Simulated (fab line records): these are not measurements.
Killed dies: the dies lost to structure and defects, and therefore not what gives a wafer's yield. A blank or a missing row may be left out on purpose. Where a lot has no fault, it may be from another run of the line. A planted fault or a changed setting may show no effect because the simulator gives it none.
Lot-split experiment || flow n5 finfet || 21 wafers read from 7 lots, route of 1938 steps

## THE SPLIT
At N5_BEOL_M2_HM_DEP_02 (deposits TiN, target thk 20 nm), the setting target thk a was moved away from the recipe's 200 angstrom on 6 of the 21 wafers read, by +5.2% to +8.5%. The other wafers ran this setting at the recipe's value.

## FROM THE SPLIT TO THE READING: what the file shows between them, 8 steps
- N5_BEOL_M2_COAT_61: time 60 s, resist thk 60 nm
- N5_BEOL_M2_COAT_62: time 60 s, resist thk 12 nm
- N5_BEOL_M2_STRIP_75: strips in N2/H2
- N5_BEOL_M2_STRIP_66: strips in CF4
- N5_BEOL_M2_HM_OPEN_17: chemistry Cl2/BCl3, target TiN, target depth 20 nm, overetch 6 nm
- N5_BEOL_M2_STRIP_19: strips in O2
- N5_BEOL_M2_STRIP_83: strips in C4F6/O2
- N5_BEOL_M2_STRIP_36: strips in N2/H2

## THE READING
TiN_of_BEOL_M2_HM_DEP_02.thk nm (the simulator's own value, which no gauge read), in nm, at N5_BEOL_M2_TRENCH_ETCH_37 (etches SiOC in C4F6/O2, target depth 55.555 nm, time 29.2 s). No usual value for it is given in the file. Average 17.7 nm, standard deviation 0.34 nm, over the 15 wafers here run with the recipe.

{"wafer": "L079.3", "tool, chamber at the split": "pvd sputter-03, -", "target thk a as run, angstrom": 210.5, "against the recipe": "+5.2%", "TiN_of_BEOL_M2_HM_DEP_02.thk nm, nm": 18.6, "against lot-mates on the recipe": "+1.0"}
{"wafer": "L079.5", "tool, chamber at the split": "pvd sputter-03, -", "target thk a as run, angstrom": 200, "against the recipe": "recipe", "TiN_of_BEOL_M2_HM_DEP_02.thk nm, nm": 17.6, "against lot-mates on the recipe": "-"}
{"wafer": "L079.6", "tool, chamber at the split": "pvd sputter-03, -", "target thk a as run, angstrom": 200, "against the recipe": "recipe", "TiN_of_BEOL_M2_HM_DEP_02.thk nm, nm": 17.6, "against lot-mates on the recipe": "-"}
{"wafer": "L081.2", "tool, chamber at the split": "pvd sputter-01, -", "target thk a as run, angstrom": 217, "against the recipe": "+8.5%", "TiN_of_BEOL_M2_HM_DEP_02.thk nm, nm": 19.4, "against lot-mates on the recipe": "+1.1"}
{"wafer": "L081.4", "tool, chamber at the split": "pvd sputter-01, -", "target thk a as run, angstrom": 200, "against the recipe": "recipe", "TiN_of_BEOL_M2_HM_DEP_02.thk nm, nm": 18.2, "against lot-mates on the recipe": "-"}
{"wafer": "L081.6", "tool, chamber at the split": "pvd sputter-01, -", "target thk a as run, angstrom": 200, "against the recipe": "recipe", "TiN_of_BEOL_M2_HM_DEP_02.thk nm, nm": 18.4, "against lot-mates on the recipe": "-"}
{"wafer": "L087.2", "tool, chamber at the split": "pvd sputter-01, -", "target thk a as run, angstrom": 200, "against the recipe": "recipe", "TiN_of_BEOL_M2_HM_DEP_02.thk nm, nm": 17.6, "against lot-mates on the recipe": "-"}
{"wafer": "L087.3", "tool, chamber at the split": "pvd sputter-01, -", "target thk a as run, angstrom": 200, "against the recipe": "recipe", "TiN_of_BEOL_M2_HM_DEP_02.thk nm, nm": 17.6, "against lot-mates on the recipe": "-"}
{"wafer": "L087.6", "tool, chamber at the split": "pvd sputter-01, -", "target thk a as run, angstrom": 200, "against the recipe": "recipe", "TiN_of_BEOL_M2_HM_DEP_02.thk nm, nm": 17.4, "against lot-mates on the recipe": "-"}
{"wafer": "L090.1", "tool, chamber at the split": "pvd sputter-01, -", "target thk a as run, angstrom": 200, "against the recipe": "recipe", "TiN_of_BEOL_M2_HM_DEP_02.thk nm, nm": 17.6, "against lot-mates on the recipe": "-"}
{"wafer": "L090.2", "tool, chamber at the split": "pvd sputter-01, -", "target thk a as run, angstrom": 200, "against the recipe": "recipe", "TiN_of_BEOL_M2_HM_DEP_02.thk nm, nm": 17.6, "against lot-mates on the recipe": "-"}
{"wafer": "L090.6", "tool, chamber at the split": "pvd sputter-01, -", "target thk a as run, angstrom": 200, "against the recipe": "recipe", "TiN_of_BEOL_M2_HM_DEP_02.thk nm, nm": 17, "against lot-mates on the recipe": "-"}
{"wafer": "L091.1", "tool, chamber at the split": "pvd sputter-01, -", "target thk a as run, angstrom": 200, "against the recipe": "recipe", "TiN_of_BEOL_M2_HM_DEP_02.thk nm, nm": 17.8, "against lot-mates on the recipe": "-"}
{"wafer": "L091.4", "tool, chamber at the split": "pvd sputter-01, -", "target thk a as run, angstrom": 200, "against the recipe": "recipe", "TiN_of_BEOL_M2_HM_DEP_02.thk nm, nm": 17.6, "against lot-mates on the recipe": "-"}
{"wafer": "L091.5", "tool, chamber at the split": "pvd sputter-01, -", "target thk a as run, angstrom": 200, "against the recipe": "recipe", "TiN_of_BEOL_M2_HM_DEP_02.thk nm, nm": 17.6, "against lot-mates on the recipe": "-"}
{"wafer": "L097.3", "tool, chamber at the split": "pvd sputter-01, -", "target thk a as run, angstrom": 212.5, "against the recipe": "+6.2%", "TiN_of_BEOL_M2_HM_DEP_02.thk nm, nm": 18.4, "against lot-mates on the recipe": "+1.2"}
{"wafer": "L097.4", "tool, chamber at the split": "pvd sputter-01, -", "target thk a as run, angstrom": 200, "against the recipe": "recipe", "TiN_of_BEOL_M2_HM_DEP_02.thk nm, nm": 17.2, "against lot-mates on the recipe": "-"}
{"wafer": "L097.5", "tool, chamber at the split": "pvd sputter-01, -", "target thk a as run, angstrom": 212.5, "against the recipe": "+6.2%", "TiN_of_BEOL_M2_HM_DEP_02.thk nm, nm": 18.2, "against lot-mates on the recipe": "+1.0"}
{"wafer": "L096.3", "tool, chamber at the split": "pvd sputter-03, -", "target thk a as run, angstrom": 200, "against the recipe": "recipe", "TiN_of_BEOL_M2_HM_DEP_02.thk nm, nm": 18, "against lot-mates on the recipe": "-"}
{"wafer": "L096.5", "tool, chamber at the split": "pvd sputter-03, -", "target thk a as run, angstrom": 215.6, "against the recipe": "+7.8%", "TiN_of_BEOL_M2_HM_DEP_02.thk nm, nm": 19.2, "against lot-mates on the recipe": "+1.2"}
{"wafer": "L096.6", "tool, chamber at the split": "pvd sputter-03, -", "target thk a as run, angstrom": 215.6, "against the recipe": "+7.8%", "TiN_of_BEOL_M2_HM_DEP_02.thk nm, nm": 19.4, "against lot-mates on the recipe": "+1.4"}

FIT RESULTS
A straight line over all 21 wafers: TiN_of_BEOL_M2_HM_DEP_02.thk nm changes by +0.181 nm for each +1% of target thk a; r = +0.87; the points scatter about the line by 0.35 nm.
The same after taking each lot's own level away (the mean of its wafers on the recipe; 21 wafers): +0.161 nm for each +1%; r = +0.96; scatter 0.16 nm.
According to that fit, moving target thk a by its largest amount changes the reading by 1.4 nm.
The lots' own levels span 17.20 to 18.30 nm, that is 3.3 times the standard deviation above.
So the lot-to-lot level changes the slope: the two fits differ.
Check: for one of the wafers moved furthest among these (+8.5%), held out of the fit, the line's prediction against its lot-mates is +1.47 nm. It came out at +1.1 nm against them.

## THE WHOLE CHAIN: every reading that the file lists as answering this split, in the file's order
{"step": "N5_BEOL_M2_HM_DEP_02", "what it does": "deposits TiN, target thk 20 nm", "reading": "TiN_of_BEOL_M2_HM_DEP_02.thk nm (the simulator's own value, which no gauge read)", "change (the file's fit)": "+0.174 nm for each +1% of the setting", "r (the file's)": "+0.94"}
{"step": "N5_BEOL_M2_HM_OPEN_17", "what it does": "chemistry Cl2/BCl3, target TiN, target depth 20 nm, overetch 6 nm", "reading": "etch.depth nm (the simulator's own value, which no gauge read)", "change (the file's fit)": "+0.166 nm for each +1% of the setting", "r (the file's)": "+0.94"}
{"step": "N5_BEOL_M2_TRENCH_ETCH_37", "what it does": "etches SiOC in C4F6/O2, target depth 55.555 nm, time 29.2 s", "reading": "TiN_of_BEOL_M2_HM_DEP_02.thk nm (the simulator's own value, which no gauge read)", "change (the file's fit)": "+0.158 nm for each +1% of the setting", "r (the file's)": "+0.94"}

## FILE'S OWN FIT
TiN_of_BEOL_M2_HM_DEP_02.thk nm changes by +0.158 nm for each +1% of target thk a, r = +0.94.
